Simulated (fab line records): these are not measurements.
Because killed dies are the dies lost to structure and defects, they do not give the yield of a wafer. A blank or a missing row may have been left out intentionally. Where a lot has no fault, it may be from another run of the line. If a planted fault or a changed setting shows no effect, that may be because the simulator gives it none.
Which tool was responsible? / flow n5-finfet / 12 lots, 36 wafers sampled, at 1 step of a route of 1938

WHAT THE GAUGES SHOWED, per wafer
N5_BEOL_M10_INSPECT_13: inspects for defects (brightfield).
lot=L075; measured=day 9 23:18; on=defect-inspect-01; raw-defect-count=341 556 565
lot=L077; measured=day 10 12:44; on=defect-inspect-01; raw-defect-count=493 605 447
lot=L079; measured=day 10 19:58; on=defect-inspect-01; raw-defect-count=373 195 274
lot=L081; measured=day 11 22:28; on=defect-inspect-02; raw-defect-count=668 501 353
lot=L083; measured=day 12 15:19; on=defect-inspect-01; raw-defect-count=379 290 264
lot=L085; measured=day 13 01:38; on=defect-inspect-02; raw-defect-count=626 452 675
lot=L088; measured=day 13 04:57; on=defect-inspect-01; raw-defect-count=501 373 353
lot=L087; measured=day 13 15:32; on=defect-inspect-02; raw-defect-count=340 299 362
lot=L094; measured=day 14 17:35; on=defect-inspect-02; raw-defect-count=532 411 562
lot=L092; measured=day 14 21:44; on=defect-inspect-01; raw-defect-count=443 511 480
lot=L096; measured=day 15 17:04; on=defect-inspect-02; raw-defect-count=384 415 411
lot=L097; measured=day 15 20:32; on=defect-inspect-02; raw-defect-count=504 429 354

EACH LOT AND THE TOOL THAT RAN IT (in order: tool; ch and the chambers of the sampled wafers; start)
The record holds no process step before these readings.

THE ANSWER, worked out from the rows above alone
Rule: what is usual is taken from the lots themselves. The widest of any qualifying gaps counts: lots, ordered by their means at a reading, are off when they make up no more than a third of the lots, leave a main group of 4 or more, and stand apart from it by 3 or more times the standard deviation of that group's means. A main group whose means are all the same, to the digits that the tables above print for the reading, isn't used. Also off: a lot with no number at a reading for which 4 or more lots have one. Any other lot the step has rows for is counted as sound.
No lot is off at any reading shown: from this, nothing can be told.

WHAT THE SIMULATOR HAD PUT IN
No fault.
